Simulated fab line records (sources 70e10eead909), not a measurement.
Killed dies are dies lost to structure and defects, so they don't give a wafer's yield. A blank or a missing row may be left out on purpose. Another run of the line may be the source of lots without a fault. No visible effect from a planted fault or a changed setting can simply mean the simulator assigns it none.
Struck lot and sound lot, side by side    flow nandHarc    13 steps out of a route of 1302
Sound: the wafers L501.2, L501.3, L501.4. Wafers struck: L511.2, L511.3, L511.4. Last of all comes the cause.
At each step with rows: each side's tool, then ch and its chambers, then its first start. Under that, the readings that differ: sound wafers    struck wafers    difference of the means    sigmas: that difference in standard deviations of wafers without a fault.
alike: same words and numbers on both sides, and readings whose means sit less than 2 such deviations apart. not compared: any withheld reading, any reading some wafer has no value for, any bound like >300 that may hide the same value, and any number with overlapping values for which the record gives no deviation.
Wherever a step has rows on one side only, a row that says differs or no value, or a row with sigmas, the two part there. Numbers that don't overlap but have no deviation are shown without sigmas and don't part them. Lack of a reading on every wafer of one side parts them only where that side has two or more wafers.

first, 1 step without rows for these wafers: NHARC_A_CHANNEL_FILL_D1_ALD_03 (deposits SiNx, target thk 6 nm, pulse time 60 s, ald cycles 58).
NHARC_A_CHANNEL_FILL_D1_ALD_14: deposits SiO2, target thk 2.5 nm, pulse time 10 s, ald cycles 25.
  sound on aldHk-04 ch 0,1,2, day 12 15:40; struck on aldHk-01 ch 1,2,3, day 17 17:28
  alike: heaterPowerW, precursorPulseHeightRel
NHARC_A_CHANNEL_FILL_D1_ALD_15: deposits SiNx, target thk 2 nm, pulse time 60 s, ald cycles 19.
  sound: aldSinBatch-01 ch 0; struck: aldSinBatch-01 ch 0
  alike: precursorPulseHeightRel
NHARC_A_CHANNEL_FILL_D1_ALD_16: deposits SiO2, target thk 1.5 nm, pulse time 10 s, ald cycles 15.
  sound on aldHk-01 ch 0,1,3, day 12 20:50; struck on aldHk-04 ch 0,2,3, day 17 22:37
  alike: heaterPowerW, precursorPulseHeightRel
then, 3 steps without rows for these wafers: NHARC_A_CHANNEL_FILL_D1_ANNEAL_17 (time 1800 s); NHARC_A_CHANNEL_FILL_D1_CVD_18 (deposits poly-Si, target thk 3 nm); NHARC_A_CHANNEL_FILL_D1_ETCHBACK_19 (etches the open film in HBr/Cl2, target depth 5 nm, time 1.7 s).
NHARC_A_CHANNEL_FILL_D1_ETCHBACK_20: etches the open film in C4F8/O2/Ar, target depth 27 nm, time 13.5 s.
  sound on rieDiel-13 ch 0,2,3, day 13 10:22; struck on rieDiel-13 ch 0,1,2, day 18 11:10
reading              sound        struck       difference  sigmas
rfHoursCounterH (h)  7.6 6.8 7.7  3.6 4.1 4.3  -3.4        
  alike: chamberPressureMTorr, oesProductAu, rfVppV
NHARC_A_CHANNEL_FILL_D1_STRIP_28: strips in O2, time 20 s.
  sound on rieDiel-13 ch 0,2,3, day 13 10:28; struck on rieDiel-13 ch 0,1,2, day 18 11:16
reading              sound        struck       difference  sigmas
rfHoursCounterH (h)  6.8 7.7 7.6  4.3 3.7 4.1  -3.3        
  alike: chamberPressureMTorr, drypumpMotorCurrentA, oesProductAu, rfVppV, showerheadPlenumPTorr, throttleValvePct
then, 3 steps without rows for these wafers: NHARC_A_CHANNEL_FILL_D1_PRECLEAN_21 (cleans in dHF, time 30 s); NHARC_A_CHANNEL_FILL_D1_SRD_23; NHARC_A_CHANNEL_FILL_D1_CVD_05 (deposits poly-Si, target thk 5 nm).
NHARC_A_CHANNEL_FILL_D1_ANNEAL_22: time 7200 s.
  struck on furnace-02, day 18 19:56; sound on furnace-07 ch 0, day 13 18:19
  no value came back on the struck wafers for runLengthS (s), spikeTcBottomC (C), spikeTcCentreC (C), tube_center_temp_C_max; on the sound wafers runLengthS (s) reads 7224 7224 7224

WHERE THEY PART
Only at NHARC_A_CHANNEL_FILL_D1_ANNEAL_22, within this record.

WHY: the cause the simulator had injected
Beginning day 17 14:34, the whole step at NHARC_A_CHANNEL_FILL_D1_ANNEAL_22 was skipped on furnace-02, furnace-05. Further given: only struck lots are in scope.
